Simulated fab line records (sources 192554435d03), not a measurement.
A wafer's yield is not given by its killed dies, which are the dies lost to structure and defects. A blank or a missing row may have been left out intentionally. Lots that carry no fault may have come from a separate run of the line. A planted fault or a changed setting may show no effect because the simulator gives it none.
Split-lot trial ; flow n5 finfet ; route with 1938 steps; 7 lots, 21 wafers read

## ON THE SPLIT
At N5_BEOL_M0_CUTY_DESCUM_61 (chemistry O2, time 7.9 s), the setting time s was moved away from the recipe's 7.9 s on 6 of the 21 wafers read, by -19.1% to +13.8%. All remaining wafers had this setting at the recipe value.

The split's own step is where the reading is taken.

## THE READING
CAR-ArF-block_of_BEOL_M0_CUTY_COAT_51.thk nm (the simulator's own value, which no gauge read), in nm, at N5_BEOL_M0_CUTY_DESCUM_61 (chemistry O2, time 7.9 s). There is no usual value for it anywhere in the file. The 15 wafers here that ran the recipe average 143.3 nm, standard deviation 0.51 nm.

wafer;tool, chamber at the split;time s as run, s;against the recipe;CAR-ArF-block_of_BEOL_M0_CUTY_COAT_51.thk nm, nm;against lot-mates on the recipe
L081.3;rie diel-03, 3;7.9;recipe;143.6;-
L081.4;rie diel-03, 0;7.9;recipe;144.2;-
L081.5;rie diel-03, 0;7.9;recipe;143.8;-
L082.1;rie diel-06, 1;7.9;recipe;143.8;-
L082.2;rie diel-06, 3;7.086;-10.3%;144.2;+0.3
L082.5;rie diel-06, 3;7.9;recipe;144;-
L087.3;rie diel-02, 3,0;7.9;recipe;143.8;-
L087.4;rie diel-02, 3,0;7.9;recipe;143.8;-
L087.5;rie diel-02, 3;8.641;+9.4%;142.8;-1.0
L089.2;rie diel-06, 0,2;7.9;recipe;143;-
L089.4;rie diel-06, 0,2;7.9;recipe;143;-
L089.6;rie diel-06, 1;8.991;+13.8%;142.6;-0.4
L091.2;rie diel-03, 3,1;7.9;recipe;142.8;-
L091.5;rie diel-03, 3,1;7.9;recipe;142.8;-
L091.6;rie diel-03, 0;7.191;-9.0%;143.6;+0.8
L093.1;rie diel-03, 0;6.388;-19.1%;145.2;+2.0
L093.3;rie diel-03, 1;6.388;-19.1%;144.6;+1.4
L093.5;rie diel-03, 1;7.9;recipe;143.2;-
L097.1;rie diel-03, 1;7.9;recipe;142.8;-
L097.5;rie diel-03, 1;7.9;recipe;142.6;-
L097.6;rie diel-03, 2;7.9;recipe;143;-
Rows listing several chambers each stand for several wafers; the file does not say which wafer went through which chamber.

FIT RESULTS
A straight line over all 21 wafers: CAR-ArF-block_of_BEOL_M0_CUTY_COAT_51.thk nm changes by -0.0711 nm for each +1% of time s; r = -0.76; the points scatter about the line by 0.48 nm.
The same after taking each lot's own level away (the mean of its wafers on the recipe; 21 wafers): -0.0746 nm for each +1%; r = -0.91; scatter 0.26 nm.
Per that fit: largest time s move, reading shift of 1.4 nm.
Across the lots, their own levels run from 142.80 to 143.90 nm, a range of 2.2 times the standard deviation given above.
So the lot-to-lot level blurs the effect unless lot-mates are compared.
Check: for one of the wafers moved furthest among these (-19.1%), held out of the fit, the line's prediction against its lot-mates is +1.2 nm. Against them it came out at +2 nm.

## ADDITIONAL SPLITS CARRIED BY THESE WAFERS
Note: prior to the reading, these wafers also went through further splits. Each is held against what the fit with the lots' levels taken away leaves over:
other split on the same wafers;wafers away from the commonest value;r with CAR-ArF-block_of_BEOL_M0_CUTY_COAT_51.thk nm (lot level and that fit taken away)
N5_MOL_CONTACT_COAG_DESCUM_45 time s;5;+0.29
N5_BEOL_M0_SAQP_PECVD_00 time s;8;+0.09
N5_BEOL_M0_SAQP_PECVD_04 time s;7;+0.39

## FILE'S OWN FIT
CAR-ArF-block_of_BEOL_M0_CUTY_COAT_51.thk nm changes by -0.0694 nm for each +1% of time s, r = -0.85.
